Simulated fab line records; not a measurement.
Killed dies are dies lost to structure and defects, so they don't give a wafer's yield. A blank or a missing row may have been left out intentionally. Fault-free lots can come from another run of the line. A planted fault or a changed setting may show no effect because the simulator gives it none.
Struck lot and sound lot, side by side / flow nand_harc / 16 out of 1159 route steps
Sound: the wafers L812.2, L812.3, L812.4. Wafers L822.1, L822.2, L822.6 were the ones struck. The cause is named last.
At each step with rows: each side's tool, then ch and its chambers, then its first start. Under that, the readings that differ: sound wafers / struck wafers / difference of the means / sigmas: that difference in standard deviations of wafers without a fault.
alike: words and numbers the same on both sides, and readings whose means are apart by under 2 such deviations; not compared: readings that were withheld, readings missing a value for some wafer, numbers with overlapping values and no deviation given by the record, and bounds like >300 which may hide the same value.
The two part at a step that has a row with sigmas, a row that says differs or no value, or rows on one side only. Numbers that have no deviation but don't overlap get no sigmas and don't part them. A reading that every wafer of one side lacks parts them only if that side has two wafers or more.

NHARC_A_M1_ETCH_35: etches the open film in N2/H2, target depth 40 nm, overetch 12 nm, time 43.94 s.
  sound on rie_diel-03 ch 0,1,2, day 19 01:27; struck on rie_diel-12 ch 1,2, day 21 11:51
  alike: drypump_motor_current_A, oes_product_au, rf_fwd_power_W, rf_vpp_V, showerhead_plenum_p_Torr, throttle_valve_pct
  not compared: rf_hours_counter_h
NHARC_A_M1_ETCH_15: etches the open film in C4F8/Ar, target depth 182.5 nm, time 91.2 s.
  sound on rie_diel-03 ch 0,1,2; struck on rie_diel-12 ch 0,1,2
reading=oes_product_au (a.u.); sound=0.957 0.982 0.965; struck=0.916 0.911 0.914; difference=-0.054; sigmas=-2
  alike: rf_fwd_power_W, rf_vpp_V
  not compared: rf_hours_counter_h
NHARC_A_M1_CD_MEAS_16:
  sound: cd_sem-01 at day 19 01:40; struck: cd_sem-03 at day 21 12:04
  alike: cd_nm
NHARC_A_M1_STRIP_18: strips in N2/H2.
  sound on rie_diel-12 ch 0,1,3, day 19 01:44; struck on rie_diel-12 ch 0,1,3, day 21 12:11
  alike: drypump_motor_current_A, oes_product_au, rf_fwd_power_W, rf_vpp_V, showerhead_plenum_p_Torr, throttle_valve_pct
  not compared: rf_hours_counter_h
NHARC_A_M1_ETCH_28: etches the open film in CF4/N2, target depth 30 nm, time 72.99 s.
  sound on rie_diel-12 ch 0,1,3; struck on rie_diel-12 ch 1,2
  alike: drypump_motor_current_A, oes_product_au, rf_fwd_power_W, rf_vpp_V, showerhead_plenum_p_Torr, throttle_valve_pct
  not compared: rf_hours_counter_h
then, 1 step without rows for these wafers: NHARC_A_M1_STRIP_19 (strips in post etch residue remover, time 600 s).
NHARC_A_M1_DEGAS_29: time 60 s.
  sound: pvd_sputter-02 at day 19 02:23; struck: pvd_sputter-03 at day 21 12:47
  alike: heater_power_w
then, 5 steps without rows for these wafers: NHARC_A_M1_PRE_CLEAN_30 (time 30 s); NHARC_A_M1_PVD_20 (deposits TaN, target thk 5 nm, time 8.06 s); NHARC_A_M1_PVD_21 (deposits Cu, target thk 30 nm, time 20.49 s); NHARC_A_M1_ECD_22 (material Cu, target thk 400 nm); NHARC_A_M1_ANNEAL_31 (time 90 s).
NHARC_A_M1_CMP_23: polishes, t overpolish 20 s, target thk 154.34 nm.
  sound on cmp-02 ch 0,2,3, day 19 03:45; struck on cmp-02 ch 0,1,2, day 21 13:52
reading=time_to_endpoint_s (s); sound=27.7 28.7 24.7; struck=13.1 15.5 14.9; difference=-12.5; sigmas=-6
  alike: motor_current_A
NHARC_A_M1_THK_MEAS_24: measures by xrf.
  sound: film_metro-02 at day 19 04:04; struck: film_metro-01 at day 21 14:11
reading=thk_nm (nm); sound=154.9 154.6 155.5; struck=149.0 148.5 149.5; difference=-6.0; sigmas=-5
following that, these wafers have no rows for 1 step: NHARC_A_M1_SRD_25.
NHARC_END_SORT_01:
  sound on prober-02 ch 0, day 20 19:15; struck on prober-02 ch 0, day 23 02:58
reading=killed_at_other; sound=2 2 3; struck=0 1 0; difference=-2; sigmas=-2
reading=killed_at_periphery; sound=2 1 3; struck=7 8 12; difference=+7; sigmas=+3
  alike: defect_limited_yield, killed_at_array, killed_dies, killed_open, killed_short, sort_bin_2_pct, sort_bin_3_pct, sort_bin_4_pct, sort_n_pass, sort_rim_yield_pct, sort_yield_pct

WHERE THEY PART
Last at NHARC_END_SORT_01 as far as this record goes, first at NHARC_A_M1_ETCH_15.

WHY: the cause the simulator had injected
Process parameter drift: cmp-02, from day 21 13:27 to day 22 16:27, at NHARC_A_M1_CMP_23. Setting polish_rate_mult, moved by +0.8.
